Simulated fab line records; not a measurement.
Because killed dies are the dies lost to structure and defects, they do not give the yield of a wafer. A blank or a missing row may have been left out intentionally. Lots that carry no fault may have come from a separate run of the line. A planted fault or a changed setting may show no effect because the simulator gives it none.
Matching of chambers ; flow n5-finfet ; uv-cure-02 running N5_BEOL_M9_CURE_72: 3 sister chambers
The step cures SiCOH lowk, time 120 s. 3 wafers are shown with their chamber, then 10 later ones without.

== WAFERS PAIRED WITH THEIR CHAMBERS ==
wafer;chamber;wafer_temp_C_max
L077.4;1;371.4
L076.5;2;371.5
L084.4;0;371.2

== WAFERS MISSING THEIR CHAMBER ==
wafer;wafer_temp_C_max
L084.5;371.7
L088.2;371.1
L088.3;371.8
L088.6;371.6
L096.2;371.5
L096.3;370.9
L096.5;370.9
L093.1;371.3
L093.4;370.6
L093.5;370.9

== EACH ONE'S CHAMBER ==
wafer;from the rows above;in truth
L084.5;can't be placed: 2 or 1 or 0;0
L088.2;can't be placed: 0 or 1 or 2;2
L088.3;can't be placed: 2 or 1 or 0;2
L088.6;can't be placed: 2 or 1 or 0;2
L096.2;can't be placed: 2 or 1 or 0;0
L096.3;can't be placed: 0 or 1 or 2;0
L096.5;can't be placed: 0 or 1 or 2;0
L093.1;can't be placed: 1 or 0 or 2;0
L093.4;can't be placed: 0 or 1 or 2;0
L093.5;can't be placed: 0 or 1 or 2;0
Correctly placed: 0 of 10. Can't be placed from these rows: 10 (the true chamber is among the candidates in 10). Wrongly placed: 0.
How it was worked out, from the rows above alone: a wafer's distance from a chamber is the root of the sum, over the readings, of the square of ((its reading less the chamber's mean) divided by the reading's scatter). If the next closest chamber is less than 2 further off than the closest, the wafer can't be placed; otherwise it belongs to the closest. A chamber's mean is the mean of its shown wafers. The scatter (one wafer shown for each chamber): square how far every hidden wafer sits from the nearest shown wafer, average those squares and take the square root.
